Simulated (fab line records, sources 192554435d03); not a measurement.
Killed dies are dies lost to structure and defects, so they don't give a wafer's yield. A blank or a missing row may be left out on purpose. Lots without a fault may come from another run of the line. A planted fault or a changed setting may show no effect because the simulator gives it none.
fab line records | flow n5_finfet
record lots=4 wafers=12 last_day=17
route steps=1938 shown GATE_CUT@502 MOL_CONTACT_COAG@517 BEOL_M4@1111 PASSIVATION@1936
lots that met no fault: from a run of the same line without faults
start_h: hours from the record's first day to the start of the lot's first wafer shown | wait_h: hours since the lot's step before | " the same as in the row above | L1.1+2: a row that stands for several wafers | - no value, or no start given | * or withheld: withheld | < > ~ a bound
route shown NAME@n: a module of which the file shows steps, and the number in the route of the first | usual: mean/standard deviation of fault-free wafers | same: alike in all rows | chamber/n: place in a boat | sites: the reading at each site | _std_site: their standard deviation | _edge_site: outer sites' mean less inner sites' | radius_mm: how far each site lies from the wafer's centre | mask NAME#n: copy n | behind: the tool/chamber that last shaped the wafer | hold: why the lot was held/for how many hours/how that ended | device: the transistor (n, p or np) that didn't switch | end of line: the same wafers' tests at the end of the route | a step without rows: its recipe alone | killed: dies lost to structure and defects at the first sort, not the wafer's yield | map: a wafer's dies, x killed, . not, _ none there
set.NAME: the setting as run; set.NAME@STEP: as run at that earlier step | model.NAME: the simulator's own value behind a step, which no gauge read
lots at some steps of the route; a table a step, a row a wafer
services: from which hour (start_h, from the record's first day; less than 0 if before it) a tool's chamber was out of use, for how many hours, and why
## steps
# step N5_GATE_CUT_CUT_ETCH_55
# recipe chemistry=BCl3 target=HfO2 mask_material=SiO2 target_depth_a=32 ion_energy_ev=30 pressure_mtorr=5 icp_w=450 bias_w=18 bcl3_flow_sccm=80
# step N5_GATE_CUT_ETCH_47
# recipe chemistry=Cl2/BCl3 target=SiO2 target_depth_a=100 pressure_mtorr=10 icp_w=1000 bias_w=126 Cl2_flow_sccm=53.25 bcl3_flow_sccm=21.75 Ar_flow_sccm=25
# step N5_GATE_CUT_VAPOR_ETCH_48
# recipe chemistry=BCl3/Cl2 target=TiN mode=isotropic
# step N5_GATE_CUT_VAPOR_ETCH_49
# recipe chemistry=BCl3/Cl2 target=TiAlC mode=isotropic
# step N5_GATE_CUT_VAPOR_ETCH_51
# recipe chemistry=BCl3/Cl2 target=HfO2 mode=isotropic
# step N5_GATE_CUT_STRIP_21
# recipe chemistry=N2/H2 time_s=30 power_w=1000 temp_c=250 pressure_mtorr=withheld n2_flow_sccm=1750 h2_flow_sccm=3250
# step N5_GATE_CUT_STRIP_29
# recipe chemistry=post_etch_residue_remover time_s=60 temp_c=25 remover_ph=withheld remover_water_wt_pct=withheld remover_fluoride_wt_pct=withheld
# step N5_GATE_CUT_SRD_52
# recipe dry=ipa_marangoni time_s=30 temp_c=23 rinse_liquid=diw
# step N5_GATE_CUT_ALD_22
# recipe material=SiNx target_thk_a=160 temp_c=400 ald_precursor_family=SiH2I2 ald_co_reactant=N2/H2-plasma pulse_time_s=1 ald_cycles=320 purge_time_s=2 co_reactant_purge_time_s=2 pressure_torr=2
# step N5_GATE_CUT_CMP_23
# recipe stop_on=SiO2 t_overpolish_s=23.4 post_cmp_clean=alkaline_brush down_force_psi=2.5 platen_rpm=51.8 pad_velocity_m_s=1.0307 target_thk_nm=16
# step N5_GATE_CUT_CMP_43
# recipe material=SiO2 post_cmp_clean=rinse_only
# step N5_GATE_CUT_CMP_61
# recipe stop_on=SiNx t_overpolish_s=3 post_cmp_clean=alkaline_brush down_force_psi=4 platen_rpm=27.09 pad_velocity_m_s=0.539
# usual motor_current_A=12.3/1.5 slurry_flow_ml_min=150.0/0.41
# columns lot.wafer tool chamber start_h wait_h motor_current_A slurry_flow_ml_min
L335.1 cmp-02 1 114.63 0.3 11.4 150.4
L335.2 " 2 " " 12.0 149.5
L335.6 " 0 " " 12.6 149.8
L336.2 cmp-04 0 121.23 0.4 10.4 150.3
L336.3 " 2 " " 10.6 149.8
L336.6 " 1 " " 9.6 149.7
L337.1 cmp-02 2 126.21 0.3 11.6 150.2
L337.4 " 3 " " 11.8 149.7
L337.6 " 2 " " 11.5 149.3
L350.3 cmp-02 0 205.62 0.4 12.3 151.0
L350.2 " 2 " " 12.0 150.3
L350.6 " 1 " " 10.7 150.1
# step N5_GATE_CUT_INSPECT_26
# recipe inspect_instrument=darkfield mode=post_cmp
# usual raw_defect_count=37/16
# columns lot.wafer tool chamber start_h wait_h raw_defect_count
L335.1 defect_inspect-02 - 114.83 0.0 556
L335.2 " - " " 494
L335.6 " - " " 477
L336.2 defect_inspect-02 - 121.46 0.0 19
L336.3 " - " " 41
L336.6 " - " " 32
L337.1 defect_inspect-02 - 126.67 0.0 524
L337.4 " - " " 460
L337.6 " - " " 525
L350.2 defect_inspect-01 - 205.86 0.0 24
L350.3 " - " " 43
L350.6 " - " " 22
# step N5_MOL_CONTACT_COAG_COAT_103
# recipe resist=SOC temp_c=250 time_s=60 spin_rpm=1500 resist_thk_nm=80
# step N5_MOL_CONTACT_COAG_COAT_104
# recipe resist=SiARC temp_c=220 time_s=60 spin_rpm=1500 resist_thk_nm=12
# step N5_MOL_CONTACT_COAG_COAT_58
# recipe resist=underlayer temp_c=205 time_s=60 spin_rpm=1500 resist_thk_nm=10
# step N5_MOL_CONTACT_COAG_COAT_02
# recipe resist=CAR-EUV spin_rpm=1500 resist_thk_nm=30
# step N5_MOL_CONTACT_COAG_EBR_04
# recipe solvent=PGMEA ebr_width_mm=1.5
# step N5_MOL_CONTACT_COAG_SOFTBAKE_03
# recipe temp_c=110 time_s=60 resist=CAR-EUV
# step N5_MOL_CONTACT_COAG_EXPOSE_05
# recipe mask_id=CA na=0.33 source_shape=annular sigma_inner=0.4 sigma_outer=0.8 polarization=unpolarized defocus_nm=0 dose_mj=38.25
# step N5_MOL_CONTACT_COAG_PEB_06
# recipe peb_temp_c=100 peb_time_s=60 resist=CAR-EUV
# step N5_MOL_CONTACT_COAG_DEVELOP_07
# recipe develop_time_s=30 developer=TMAH resist=CAR-EUV rinse_liquid=surfactant_rinse dry=air_spin dev_temp_c=23
# step N5_MOL_CONTACT_COAG_INSPECT_10
# recipe mode=adi inspect_instrument=brightfield
# usual raw_defect_count=67/27
# columns lot.wafer tool chamber start_h wait_h raw_defect_count
L335.1 defect_inspect-02 - 115.22 0.1 562
L335.2 " - " " 513
L335.6 " - " " 498
L336.2 defect_inspect-02 - 121.85 0.0 60
L336.3 " - " " 64
L336.6 " - " " 59
L337.1 defect_inspect-02 - 127.19 0.1 539
L337.4 " - " " 466
L337.6 " - " " 542
L350.2 defect_inspect-01 - 206.24 0.0 42
L350.3 " - " " 78
L350.6 " - " " 59
# step N5_MOL_CONTACT_COAG_DESCUM_13
# recipe chemistry=O2 time_s=7 source_power_w=50 bias_power_w=20 pressure_mtorr=20 rf_frequency_hz=2.712e+07 temp_c=40 resist=CAR-EUV o2_flow_sccm=225
# step N5_BEOL_M4_RC_MEAS_101
# usual DIBL_N=37.0/1.7 DIBL_P=36.7/2 IOFF_N=0.17/0.035 IOFF_P=0.22/0.035 ION_N=672/12 ION_P=461/7.5 SS_N=71.6/0.67 SS_P=73.4/0.64 VT_N=250/3.5 VT_P=-250/3.5
# columns lot.wafer tool chamber start_h wait_h DIBL_N[mV/V] DIBL_P[mV/V] IOFF_N[nA/um] IOFF_P[nA/um] ION_N[uA/um] ION_P[uA/um] SS_N[mV/dec] SS_P[mV/dec] VT_N[mV] VT_P[mV]
L335.1 prober-01 0 192.66 0.0 37.1 36.3 0.16 0.21 675 462 71.6 74.1 249 -247
L335.2 " 0 " " 37.1 35.7 0.15 0.19 662 453 71.2 73.9 252 -253
L335.6 " 0 " " 37.6 36.5 0.16 0.20 683 461 71.2 73.5 248 -251
L336.2 prober-02 0 193.20 0.2 38.1 37.3 0.18 0.21 667 448 72.1 73.8 249 -253
L336.3 " 0 " " 41.8 40.9 0.27 0.27 685 456 72.6 75.3 241 -250
L336.6 " 0 " " 37.6 36.0 0.16 0.19 677 455 71.5 72.8 249 -251
L337.1 prober-01 0 196.15 0.0 35.6 36.2 0.14 0.20 668 458 71.8 72.9 251 -251
L337.4 " 0 " " 39.0 38.9 0.22 0.26 695 469 72.3 73.1 244 -247
L337.6 " 0 " " 36.1 36.4 0.15 0.21 659 453 71.6 73.6 251 -249
L350.2 prober-01 0 296.80 0.2 33.8 34.2 0.10 0.15 634 451 71.0 72.2 258 -253
L350.3 " 0 " " 34.5 36.4 0.12 0.18 658 458 71.1 72.6 258 -250
L350.6 " 0 " " 33.9 35.1 0.11 0.17 653 449 71.3 72.6 256 -254
# step N5_PASSIVATION_PROBE_49
# usual defect_limited_yield=91.1/1.3 killed_at_M0_to_M3=35/11 killed_at_M4_up=13/5.4 killed_at_contacts=14/6.5 killed_at_front_end=41/11 killed_at_other=4/3.1 killed_dies=106/15 killed_on_rim=14/3.7 killed_open=69/12 killed_short=35/7 sort_bin_5_function=5.2/0.86 sort_bin_6_memory=3.4/0.64 sort_bin_8_speed=0.00/0.049 sort_n_pass=1074/15 sort_yield_pct=91.0/1.3
# same gross_dies=1180 killed_at_back_side=0 sort_bin_4_leakage[%]=0
# columns lot.wafer tool chamber start_h wait_h defect_limited_yield[%] killed_at_M0_to_M3 killed_at_M4_up killed_at_contacts killed_at_front_end killed_at_other killed_dies killed_on_rim killed_open killed_short sort_bin_5_function[%] sort_bin_6_memory[%] sort_bin_8_speed[%] sort_n_pass sort_yield_pct[%]
L335.1 prober-02 - 293.44 0.0 58.9 25 9 14 434 3 485 65 60 34 25.8 12.9 0 695 58.9
L335.2 prober-02 - 293.49 0.1 63.0 26 5 10 386 10 437 59 42 30 21.4 12.5 0 743 63.0
L335.6 prober-02 - 293.69 0.3 62.9 25 6 14 386 7 438 52 53 18 23.7 11.2 0 742 62.9
L336.2 prober-01 - 293.49 0.1 91.6 46 8 15 28 2 99 21 64 34 4.7 3.1 0 1081 91.6
L336.3 prober-01 - 293.54 0.1 91.7 40 16 12 30 0 98 14 65 29 4.5 3.6 0 1082 91.7
L336.6 prober-01 - 293.69 0.3 92.6 37 7 22 19 2 87 15 55 31 4.0 3.1 0 1093 92.6
L337.1 prober-02 - 295.59 0.0 60.3 18 14 14 418 4 468 59 68 31 24.4 13.1 0 712 60.3
L337.4 prober-02 - 295.74 0.2 65.3 25 8 10 362 5 410 59 57 27 23.3 9.6 0 770 65.3
L337.6 prober-02 - 295.84 0.3 58.9 24 4 19 433 5 485 67 56 30 25.0 14.2 0 695 58.9
# killed by level:class
L335.1 GATE_CUT:unspecified=390 MOL_CONTACT_COAG:geometric_particle:open=13 BEOL_M0_SAQP:geometric_particle:open=9 STI_FIN_REVEAL:geometric_particle:open=8 BEOL_M0_SAQP:geometric_particle:short=8 FIN_SAQP:geometric_particle:open=6 GATE_CUT:geometric_particle:short=6 FIN_SAQP:geometric_particle:short=5
L335.2 GATE_CUT:unspecified=364 BEOL_M0_SAQP:geometric_particle:open=9 MOL_CONTACT_COAG:geometric_particle:open=8 BEOL_M0_SAQP:geometric_particle:short=5 BEOL_M2:geometric_particle:open=5 GATE_CUT:geometric_particle:short=4 FIN_SAQP:geometric_particle:short=3 DUMMY_GATE:geometric_particle:short=3
L336.2 MOL_CONTACT_COAG:geometric_particle:open=12 BEOL_M1:geometric_particle:open=9 FIN_SAQP:geometric_particle:open=8 BEOL_M3:geometric_particle:open=8 BEOL_M3:geometric_particle:short=7 BEOL_M2:geometric_particle:open=6 GATE_CUT:geometric_particle:short=5 BEOL_M0_SAQP:geometric_particle:open=5
L336.3 MOL_CONTACT_COAG:geometric_particle:open=11 BEOL_M0_SAQP:geometric_particle:open=11 STI_FIN_REVEAL:geometric_particle:open=8 BEOL_M0_SAQP:geometric_particle:short=7 DUMMY_GATE:geometric_particle:open=6 BEOL_M3:geometric_particle:open=6 BEOL_M3:geometric_particle:short=6 BEOL_M2:geometric_particle:open=5
L335.6 GATE_CUT:unspecified=364 MOL_CONTACT_COAG:geometric_particle:open=12 STI_FIN_REVEAL:geometric_particle:open=7 BEOL_M0:geometric_particle:open=6 DUMMY_GATE:geometric_particle:open=5 BEOL_M0_SAQP:geometric_particle:short=5 FIN_SAQP:geometric_particle:open=4 BEOL_M0_SAQP:geometric_particle:open=3
L336.6 MOL_CONTACT_COAG:geometric_particle:open=17 BEOL_M0_SAQP:geometric_particle:short=10 BEOL_M3:geometric_particle:short=7 DUMMY_GATE:geometric_particle:open=5 MOL_CONTACT_COAG:geometric_particle:short=5 BEOL_M0_SAQP:geometric_particle:open=4 BEOL_M1:geometric_particle:open=4 BEOL_M2:geometric_particle:open=4
L337.1 GATE_CUT:unspecified=369 FIN_SAQP:geometric_particle:open=16 MOL_CONTACT_COAG:geometric_particle:open=13 STI_FIN_REVEAL:geometric_particle:open=9 DUMMY_GATE:geometric_particle:open=6 FIN_SAQP:geometric_particle:short=5 BEOL_M0_SAQP:geometric_particle:short=5 STARTING-WAFER:geometric_particle:short=5
L337.4 GATE_CUT:unspecified=326 STI_FIN_REVEAL:geometric_particle:open=12 BEOL_M2:geometric_particle:open=12 MOL_CONTACT_COAG:geometric_particle:open=7 FIN_SAQP:geometric_particle:short=5 BEOL_M0_SAQP:geometric_particle:short=4 STARTING-WAFER:geometric_particle:short=4 STI_FIN_REVEAL:geometric_particle:short=3
L337.6 GATE_CUT:unspecified=398 MOL_CONTACT_COAG:geometric_particle:open=16 FIN_SAQP:geometric_particle:short=9 STI_FIN_REVEAL:geometric_particle:open=9 BEOL_M0_SAQP:geometric_particle:open=7 BEOL_M0:geometric_particle:open=6 FIN_SAQP:geometric_particle:open=5 BEOL_M0_SAQP:geometric_particle:short=3
# map L335.1 (x killed, . not)
_________________x.x..xxx....________________
______________.x...xx...xx....xx_____________
___________.x.xx........xxxxx..x..x__________
__________......x.x.x....xx..x...x.x_________
________...x.xx....xx...x..x...x.x..x._______
_______x.xx...x...xx..x.x..xxx.x...xxx.______
______xx...x.xx..xx..xx..xxxxx...xx.xx.x_____
_____..x.....x.xxx.x.x.xxx....xx.......xx____
____x..x....x........xx......x..x..xxxx...___
___.x.....x..xx....x...xx...x.....xxx......__
___x....x..xxx.xx.xxxx..xx.xx...x...xx.x..x__
__.x.x......x....x.xxxx.x.x.x..x..x....x.xxx_
__..xx.x..x.x.x..x.......x.x.....xx......x.x_
_xx.xxxxx...x.x...x....xxx..xxxxx..x..xx..x.x
_..xx..x.x.xx..xx..x..x..xxx.xxx..x.....x..xx
_.xxxx.xx..xx.x...x..xxxxx..x...x..xxx...xx..
_.xxxx....x.x.xx..x.......xx.x.x.x.......x..x
_.x.x.x..x...x....xx..x.xx.x.x.xxxx..xx.....x
_x....x.x.xx..xxx....xx.x...x.x..x.x.......x.
_...x.xxx...xx.x.....xxxxxx......xxx..x...x.x
_......x..xx.x..x.....x.x.x....x.....xx......
__x..x.xxxx.x....xx......x..xx...x...xx.x.x._
__x.x....x..x..xx...xxx..x....x...x..xx....._
___....x.x..xx..x...x...xx..xxxxx..xx....x.__
___..xx....xx..xxxxxx.xx...x..xx..xx.x.xxx.__
____.x..xxxxx......x.xx.xx.x.xx.xxxxxx....___
_____x...x.x.xx..xx..x...xxx.....xxx...x.____
______.x..xx..x..........xx.xx.x.xxxxx.._____
_______..xx..x.x.x.x...x..xx.x.xx.....x______
________x.xx..xxxx..x.x.......x...xxx._______
__________x.x.xx.xxx.x.xx.......xx.x_________
___________xxx.x...x.xxx.x....xxx..__________
______________x..x..x....x..xx.._____________
_________________.x..x..xxx..________________
# map L337.6 (x killed, . not)
_________________.x.x.....xxx________________
______________xx..xxx.x.xxx...x._____________
___________.x..xxx......x.x...x...x__________
__________...x.x..xx..x.x......x..x._________
________...xxx..xxx.x.x.x.xx.x.......x_______
_______....x.xx..xx..x..x..x....x...x..______
______.....x.x.x.x..xx..x...xx.xx..xx..x_____
_____x...xxx.x.x..x.x..x.....x.x.xxx....x____
____........xx......x.x......x.....xxxx.xx___
___...x.x.x.xx.xx.....x..x....xx..x...x.x..__
___...x..x.xx..x.x.......xxxx.xxxx........x__
__.xx...x..xxx.xxxxx.x.xxx.x.xxx.......x...x_
__xx....xxxxx..x..xxxxx......xxx.x...x.x...._
_xxx..x..xx.xx....x....x.x....x....x....xxxx.
_xxx.xxx.....x.xx.x.xxxx.x...x....x.xx.xxx.x.
_x.......xxxx..x.xx..x.xx..xxxx.x.xxx.x.xx..x
_x.xxx..xxx..xx.xx.xxxx..x.....xxx..xxx......
_x..xx.x.x........x..xxx.x....x..x...xx..x..x
_..x.x..xxxx.x.x.x.x.x.x....xx.xxxxx..x.....x
_.....x...x...x......xx.xx.xxxx.x..x.x.x..x.x
_xx..xxx..x.x.x.....xx...x.xx.x..x..x.xxxx...
__.x.......xx.xxx...xxxxx.x..x.x.x..x......._
__.......x.x.x.....xx..........x.x....xx..xx_
___x..x...x.x...x...x.xx.xxxx.x.xxxx..xxxx.__
___....x.x...xxx.x.xx.xxx..xx..xxxx.x..x..x__
____..x.x.....x..x..x............x..x....x___
_____.xxx...x.xx.....xx.x.x......x...x.xx____
______.x...x.x.....x..xx.x..xx...x.x..x._____
_______xxx.xxxx.x......x.....x.x.x..xxx______
________xxx....xx...x.x....x....xxx..x_______
__________x...xxxxxx..x..x..x..x...._________
___________..x..........xx.x...xx.x__________
______________x.x..xxx...xxxx.x._____________
_________________xx.x.x.xx...________________
## services
# columns tool chamber start_h hours kind
cmp-04 - 90.95 11.3 pm
cmp-04 - 114.53 4.0 pm
cmp-04 - 118.53 - consumable_replace:conditioner
cmp-04 - 118.53 - consumable_replace:pad
cmp-02 - 140.98 2.3 repair
cmp-04 - 144.25 4.9 pm
cmp-02 - 187.36 5.6 pm
## key
first_sign step=N5_GATE_CUT_INSPECT_26 reading=raw_defect_count direction=up sigmas=29 usual=37 struck=506
effect step=N5_MOL_CONTACT_COAG_INSPECT_10 reading=raw_defect_count direction=up sigmas=17 usual=67 struck=520
effect step=N5_PASSIVATION_PROBE_49 reading=killed_at_front_end direction=up sigmas=32 usual=41 struck=403
more_kills_born_at N5_GATE_CUT_CMP_61@cmp-02=2210
met_at N5_GATE_CUT_CMP_61
struck_wafers L335.1,L335.2,L335.6,L337.1,L337.4,L337.6
fault kind=chamber_particle_source tool=cmp-02 chamber=- onset_h=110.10 steps=N5_GATE_CUT_CMP_61 rate_per_visit_cm2=0.73582 end_h=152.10
